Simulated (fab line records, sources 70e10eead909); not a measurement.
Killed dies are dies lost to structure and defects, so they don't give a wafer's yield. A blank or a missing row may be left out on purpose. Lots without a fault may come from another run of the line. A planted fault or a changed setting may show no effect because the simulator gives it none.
Chamber matching | flow nand_harc | NHARC_P_GATE_ETCH_32 on rie_si-04: 4 sister chambers
The step etches the open film in HBr/Cl2, target depth 150 nm, time 100.1 s. 33 wafers are shown with their chamber, then 12 later ones without.

WAFERS WITH THEIR CHAMBER
wafer  | chamber | drypump_motor_current_A (A) | oes_product_au (a.u.) | bias_w (W)
L074.2 | 2       | 5.6                         | 0.984                 | 99.8
L074.3 | 0       | 5.9                         | 0.993                 | 99.8
L074.4 | 3       | 5.3                         | 0.983                 | 100.2
L077.2 | 0       | 5.9                         | 0.997                 | 100.5
L077.3 | 3       | 5.3                         | 0.982                 | 99.7
L077.4 | 1       | 5.9                         | 0.998                 | 99.9
L078.3 | 3       | 5.3                         | 0.989                 | 100.5
L078.4 | 0       | 5.9                         | 0.987                 | 99.7
L078.6 | 3       | 5.3                         | 0.994                 | 100.9
L079.1 | 3       | 5.3                         | 0.985                 | 100.1
L079.3 | 2       | 5.6                         | 0.994                 | 99.8
L079.6 | 1       | 5.9                         | 1.002                 | 99.6
L080.2 | 1       | 6.0                         | 1.006                 | 100.2
L080.3 | 3       | 5.3                         | 0.977                 | 100.0
L080.5 | 2       | 5.6                         | 1.001                 | 99.7
L082.2 | 3       | 5.3                         | 0.977                 | 100.0
L082.4 | 2       | 5.6                         | 0.977                 | 99.9
L082.5 | 2       | 5.6                         | 0.976                 | 99.7
L084.1 | 1       | 6.0                         | 0.997                 | 100.2
L084.3 | 3       | 5.2                         | 0.981                 | 100.3
L084.4 | 2       | 5.6                         | 0.980                 | 100.3
L088.1 | 0       | 5.9                         | 0.978                 | 100.4
L088.4 | 3       | 5.3                         | 0.966                 | 100.0
L088.6 | 2       | 5.6                         | 0.987                 | 99.6
L089.4 | 1       | 5.9                         | 1.009                 | 99.5
L089.5 | 1       | 6.0                         | 1.012                 | 100.1
L089.6 | 2       | 5.6                         | 0.978                 | 99.7
L091.3 | 2       | 5.6                         | 0.996                 | 99.7
L091.4 | 0       | 5.9                         | 0.993                 | 99.7
L091.5 | 3       | 5.3                         | 0.971                 | 100.4
L093.2 | 3       | 5.3                         | 0.986                 | 99.8
L093.3 | 2       | 5.6                         | 0.978                 | 100.1
L093.6 | 2       | 5.6                         | 0.984                 | 99.5

SIGNATURES (means of the wafers above)
reading                 | chamber 0 | chamber 1 | chamber 2 | chamber 3 | scatter within a chamber
drypump_motor_current_A | 5.900     | 5.950     | 5.600     | 5.291     | 0.0288
oes_product_au          | 0.98960   | 1.00400   | 0.98500   | 0.98100   | 0.00781
bias_w                  | 100.020   | 99.917    | 99.800    | 100.173   | 0.31
Rule: a wafer's distance from a chamber is the root of the sum, over the readings, of the square of ((its reading less the chamber's mean) divided by the reading's scatter). The wafer belongs to the nearest chamber; if the next one is less than 2 further off, it can't be placed. The scatter: the root of (the sum of the squares of (reading less its chamber's mean) over the shown wafers, divided by (wafers less chambers)).

WAFERS WITHOUT THEIR CHAMBER
wafer  | drypump_motor_current_A (A) | oes_product_au (a.u.) | bias_w (W)
L094.1 | 5.9                         | 0.974                 | 99.8
L094.3 | 5.9                         | 1.002                 | 100.1
L094.4 | 5.6                         | 0.962                 | 100.2
L096.1 | 5.9                         | 0.987                 | 99.7
L096.2 | 5.9                         | 1.018                 | 99.8
L096.4 | 5.6                         | 0.980                 | 100.1
L096.3 | 5.3                         | 0.987                 | 100.0
L096.5 | 5.9                         | 1.008                 | 99.8
L096.6 | 5.9                         | 0.996                 | 99.6
L097.1 | 5.6                         | 0.977                 | 100.1
L097.3 | 5.9                         | 0.990                 | 100.0
L097.4 | 5.9                         | 1.007                 | 99.8

WHICH CHAMBER EACH WENT THROUGH
wafer  | from the rows above     | in truth
L094.1 | 0                       | 0
L094.3 | can't be placed: 0 or 1 | 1
L094.4 | 2                       | 2
L096.1 | can't be placed: 0 or 1 | 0
L096.2 | can't be placed: 1 or 0 | 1
L096.4 | 2                       | 2
L096.3 | 3                       | 3
L096.5 | can't be placed: 1 or 0 | 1
L096.6 | can't be placed: 0 or 1 | 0
L097.1 | 2                       | 2
L097.3 | 0                       | 0
L097.4 | can't be placed: 1 or 0 | 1
Placed correctly: 6 of 12. Can't be placed from these rows: 6 (the true chamber is among the candidates in 6). Placed wrongly: 0.
